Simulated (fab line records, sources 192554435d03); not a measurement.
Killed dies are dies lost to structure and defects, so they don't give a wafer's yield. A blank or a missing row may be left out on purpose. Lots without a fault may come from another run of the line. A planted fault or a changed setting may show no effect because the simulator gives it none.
Chamber matching | flow n5_finfet | N5_BEOL_M10_STRIP_36 on rie_diel-04: 4 sister chambers
The step strips in N2/H2. 8 wafers are shown with their chamber, then 7 later ones without.

WAFERS WITH THEIR CHAMBER
wafer  | chamber | showerhead_plenum_p_Torr (Torr) | drypump_motor_current_A (A)
L078.3 | 2       | 2.60                            | 5.7
L078.4 | 2       | 2.60                            | 5.7
L078.5 | 3       | 2.61                            | 5.6
L080.2 | 3       | 2.61                            | 5.6
L087.4 | 1       | 2.53                            | 5.7
L087.6 | 1       | 2.53                            | 5.7
L086.4 | 0       | 2.70                            | 6.7
L086.5 | 0       | 2.71                            | 6.6

WAFERS WITHOUT THEIR CHAMBER
wafer  | showerhead_plenum_p_Torr (Torr) | drypump_motor_current_A (A)
L086.6 | 2.60                            | 5.7
L093.2 | 2.58                            | 5.7
L093.4 | 2.52                            | 5.7
L093.6 | 2.58                            | 5.8
L095.2 | 2.70                            | 6.6
L095.4 | 2.58                            | 5.7
L095.6 | 2.70                            | 6.6

WHICH CHAMBER EACH WENT THROUGH
wafer  | from the rows above | in truth
L086.6 | 2                   | 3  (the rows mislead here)
L093.2 | 2                   | 2
L093.4 | 1                   | 1
L093.6 | 2                   | 2
L095.2 | 0                   | 0
L095.4 | 2                   | 2
L095.6 | 0                   | 0
Placed correctly: 6 of 7. Can't be placed from these rows: 0. Placed wrongly: 1.
How it was worked out, from the rows above alone: a wafer's distance from a chamber is the root of the sum, over the readings, of the square of ((its reading less the chamber's mean) divided by the reading's scatter). The wafer belongs to the nearest chamber; if the next one is less than 2 further off, it can't be placed. A chamber's mean is the mean of its shown wafers. The scatter: the root of (the sum of the squares of (reading less its chamber's mean) over the shown wafers, divided by (wafers less chambers)).
